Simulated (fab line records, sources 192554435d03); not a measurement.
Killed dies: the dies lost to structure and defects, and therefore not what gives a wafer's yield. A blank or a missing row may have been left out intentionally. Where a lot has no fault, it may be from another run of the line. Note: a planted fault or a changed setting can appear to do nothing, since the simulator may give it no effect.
Which tool was responsible? ; flow n5-finfet ; 9 lots, 27 wafers sampled, at 6 steps of a route of 1938

## WHAT EACH GAUGE READ, for each wafer
N5_BEOL_M4_RC_MEAS_101. Usual: DIBL_N 36.3 mV/V, standard deviation 1.6; DIBL_P 36.5 mV/V, standard deviation 1.6; IOFF_N 0.163 nA/um, standard deviation 0.026; IOFF_P 0.22 nA/um, standard deviation 0.033; ION_N 676 uA/um, standard deviation 9.9; ION_P 464 uA/um, standard deviation 6.5; SS_N 71.5 mV/dec, standard deviation 0.5; SS_P 73.3 mV/dec, standard deviation 0.64; VT_N 249.3 mV, standard deviation 2.9; VT_P -250 mV, standard deviation 3.2.
lot;measured;on;DIBL_N (mV/V);DIBL_P (mV/V);IOFF_N (nA/um);IOFF_P (nA/um);ION_N (uA/um);ION_P (uA/um);SS_N (mV/dec);SS_P (mV/dec);VT_N (mV);VT_P (mV);flag
L533;day 9 01:08;prober-01;37.5 38.1 38.2;36.8 38.0 38.0;0.167 0.175 0.187;0.23 0.25 0.26;666 671 680;457 462 468;71.6 71.3 72.5;74.2 73.7 74.3;248.8 248.0 248.9;-249 -244 -246;
L535;day 9 08:10;prober-01;34.8 33.5 34.9;36.6 34.8 36.3;0.169 0.140 0.165;0.20 0.17 0.20;691 672 692;466 467 471;71.5 71.0 70.9;73.7 72.9 74.6;249.6 250.4 247.7;-250 -251 -251;
L540;day 10 19:06;prober-01;34.5 34.2 33.9;35.3 35.9 34.6;0.135 0.142 0.129;0.17 0.18 0.17;670 682 674;452 464 461;71.3 71.1 71.5;72.5 72.5 72.6;252.4 249.9 249.3;-254 -250 -252;
L543;day 11 17:46;prober-01;35.7 33.8 35.4;35.7 33.9 36.0;0.159 0.133 0.158;0.22 0.20 0.23;679 664 672;465 467 460;71.2 70.5 71.8;73.0 72.6 73.0;248.4 249.7 250.1;-249 -249 -248;
L544;day 11 20:50;prober-01;37.5 34.1 36.3;35.6 32.7 35.0;0.161 0.115 0.142;0.20 0.16 0.19;663 668 655;456 463 449;71.9 70.8 71.8;73.3 72.8 72.9;252.3 254.0 250.3;-250 -252 -253;
L548;day 12 13:53;prober-01;36.2 35.1 35.8;36.7 35.2 36.3;0.152 0.132 0.154;0.19 0.17 0.18;667 659 683;455 454 461;71.4 71.5 71.4;73.9 73.3 73.4;250.6 254.4 250.6;-255 -253 -256;
L550;day 12 18:37;prober-01;37.5 35.4 36.4;35.8 34.7 35.1;0.166 0.140 0.143;0.21 0.20 0.20;678 668 668;463 462 460;71.2 71.3 71.1;73.0 72.8 72.6;249.6 248.2 247.9;-249 -251 -252;
L553;day 13 21:23;prober-01;35.9 35.8 35.9;35.8 36.3 36.1;0.146 0.143 0.152;0.20 0.20 0.20;667 671 675;459 467 462;71.0 71.2 71.4;73.1 73.1 72.5;253.6 250.4 251.3;-251 -253 -254;
L555;day 14 08:29;prober-01;36.3 36.5 38.5;35.8 35.5 39.0;0.173 0.165 0.217;0.24 0.23 0.30;681 671 696;463 462 473;71.5 72.0 72.0;73.2 74.0 74.1;246.1 247.7 243.8;-246 -246 -245;

## WHAT TOOL EACH LOT RAN ON (gives the tool, then ch and the chambers of the sampled wafers, and finally the start)
lot;N5_BEOL_M4_PECVD_72;N5_BEOL_M4_ALD_84;N5_BEOL_M4_SPUTTER_90;N5_BEOL_M4_ANNEAL_91;N5_BEOL_M4_CMP_52
L533;pecvd-03 ch 0,2, day 8 13:32;ald-metal-04 ch 0,1,3, day 8 21:29;pvd-sputter-02, day 8 23:22;pvd-sputter-02, day 8 23:26;cmp-04 ch 2,3, day 9 00:34
L535;pecvd-01 ch 1,2, day 8 18:40;ald-metal-01 ch 0,1, day 9 04:48;pvd-sputter-02, day 9 06:24;pvd-sputter-02, day 9 06:29;cmp-03 ch 0,1,3, day 9 07:40
L540;pecvd-01 ch 1,2, day 10 08:49;ald-metal-01 ch 0,1, day 10 15:42;pvd-sputter-03, day 10 17:20;pvd-sputter-03, day 10 17:25;cmp-02 ch 0,2,3, day 10 18:34
L543;pecvd-03 ch 0,2, day 10 23:55;ald-metal-04 ch 1,3, day 11 14:14;pvd-sputter-01, day 11 15:52;pvd-sputter-01, day 11 15:56;cmp-03 ch 0,2, day 11 17:12
L544;pecvd-03 ch 0,1, day 11 03:38;ald-metal-01 ch 2,3, day 11 17:12;pvd-sputter-02, day 11 18:55;pvd-sputter-02, day 11 19:00;cmp-04 ch 2,3, day 11 20:14
L548;pecvd-03 ch 0,1,2, day 11 17:36;ald-metal-01 ch 0,2,3, day 12 10:19;pvd-sputter-02, day 12 12:07;pvd-sputter-02, day 12 12:12;cmp-02 ch 1,2,3, day 12 13:16
L550;pecvd-02 ch 0,1,2, day 12 01:07;ald-metal-04 ch 1,2,3, day 12 15:09;pvd-sputter-03, day 12 16:51;pvd-sputter-03, day 12 16:56;cmp-02 ch 0,1,2, day 12 18:00
L553;pecvd-03 ch 0,1, day 13 02:59;ald-metal-02 ch 2,3, day 13 16:45;pvd-sputter-01, day 13 19:15;pvd-sputter-01, day 13 19:20;cmp-03 ch 1,3, day 13 20:26
L555;pecvd-02 ch 1,2, day 13 23:35;ald-metal-02 ch 2,3, day 14 04:53;pvd-sputter-02, day 14 06:37;pvd-sputter-02, day 14 06:41;cmp-02 ch 0,1,2, day 14 07:50
- N5_BEOL_M4_PECVD_72: deposits SiO2 from TEOS/O2, target thk 16 nm, time 18 s.
- N5_BEOL_M4_ALD_84: deposits TaN, pulse time 2 s, purge time 3 s, co reactant purge time 2 s.
- N5_BEOL_M4_SPUTTER_90: material Cu, target thk 4.5 nm, time 8.29 s.
- N5_BEOL_M4_ANNEAL_91: time 240 s.
- N5_BEOL_M4_CMP_52: polishes, stops on SiOC, t overpolish 6.8 s, target thk 40 nm.

## AS READ BY THE TOOLS THEMSELVES (means over the sampled wafers that have a number; for cases with no such wafer, the mark the record gives instead)
N5_BEOL_M4_PECVD_72. Usual: heater-power-w 757 W, standard deviation 100; showerhead-plenum-p-Torr 8.79 Torr, standard deviation 0.04; showerhead-vpp-V 1286 V, standard deviation 72; throttle-valve-pct 22.5 %, standard deviation 1.1.
lot;tool;heater-power-w (W);showerhead-plenum-p-Torr (Torr);showerhead-vpp-V (V);throttle-valve-pct (%);flag
L533;pecvd-03;717;8.81;1304;22.1;
L535;pecvd-01;764;8.81;1304;22.5;
L540;pecvd-01;780;8.80;1306;22.2;
L543;pecvd-03;759;8.80;1329;20.8;
L544;pecvd-03;832;8.83;1264;22.6;
L548;pecvd-03;766;8.81;1321;22.1;
L550;pecvd-02;637;8.73;1228;23.6;
L553;pecvd-03;752;8.81;1273;22.8;
L555;pecvd-02;705;8.73;1184;23.0;

N5_BEOL_M4_ALD_84. Usual: heater-power-w 425 W, standard deviation 49; precursor-vessel-temp-c 75.00 C, standard deviation 0.12.
lot;tool;heater-power-w (W);precursor-vessel-temp-c (C);flag
L533;ald-metal-04;417;74.93;
L535;ald-metal-01;445;74.99;
L540;ald-metal-01;474;75.20;
L543;ald-metal-04;447;74.99;
L544;ald-metal-01;488;74.91;
L548;ald-metal-01;451;75.06;
L550;ald-metal-04;412;75.02;
L553;ald-metal-02;378;74.96;
L555;ald-metal-02;377;75.04;

N5_BEOL_M4_SPUTTER_90. Usual: 30.1 % for throttle-valve-pct, sd 0.98.
lot;tool;throttle-valve-pct (%);flag
L533;pvd-sputter-02;30.1;
L535;pvd-sputter-02;30.6;
L540;pvd-sputter-03;30.0;
L543;pvd-sputter-01;29.8;
L544;pvd-sputter-02;29.6;
L548;pvd-sputter-02;30.5;
L550;pvd-sputter-03;30.0;
L553;pvd-sputter-01;29.8;
L555;pvd-sputter-02;28.7;

N5_BEOL_M4_ANNEAL_91. Usual: 809 W for heater-power-w, sd 110.
lot;tool;heater-power-w (W);flag
L533;pvd-sputter-02;819;
L535;pvd-sputter-02;846;
L540;pvd-sputter-03;866;
L543;pvd-sputter-01;827;
L544;pvd-sputter-02;763;
L548;pvd-sputter-02;792;
L550;pvd-sputter-03;874;
L553;pvd-sputter-01;818;
L555;pvd-sputter-02;752;

N5_BEOL_M4_CMP_52. Usual: barrier-field-endpoint-s 24.5 s, standard deviation 0.51; motor-current-A 6.0 A, standard deviation 0.79.
lot;tool;barrier-field-endpoint-s (s);motor-current-A (A);flag
L533;cmp-04;24.0;6.3;
L535;cmp-03;24.8;6.3;
L540;cmp-02;20.6;5.4;OFF
L543;cmp-03;24.8;5.6;
L544;cmp-04;24.2;6.6;
L548;cmp-02;24.5;5.8;
L550;cmp-02;24.2;5.7;
L553;cmp-03;24.3;6.3;
L555;cmp-02;25.0;5.7;

## THE ANSWER, worked out from the rows above alone
Rule: lot off if the mean of its wafers having a number is beyond 3 standard deviations from the usual mean. A lot without any number at a reading at which 4 lots or more have one is off too. Where the step has rows for the other lots, those lots are counted as sound. First the gauges in route order, then the tools' own readings, where a lot's mean is used as printed above. The first step at which some lot is off is used, and at that step the reading that is off furthest; a lot without a number counts as furthest.
Off: L540, at N5_BEOL_M4_CMP_52 (barrier-field-endpoint-s).
If a tool, at that step or one of the process steps before it, ran each lot that is off and ran no sound lot following the first of them, it fits. One candidate fits, namely pecvd-01 at N5_BEOL_M4_PECVD_72. A fault onset in the window from L535 (day 8 18:40, its last sound lot) to L540 (day 10 08:49, its first lot off) fits.

## WHAT THE SIMULATOR HAD PUT IN
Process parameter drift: pecvd-01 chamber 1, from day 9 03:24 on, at N5_BEOL_M4_PECVD_72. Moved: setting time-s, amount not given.
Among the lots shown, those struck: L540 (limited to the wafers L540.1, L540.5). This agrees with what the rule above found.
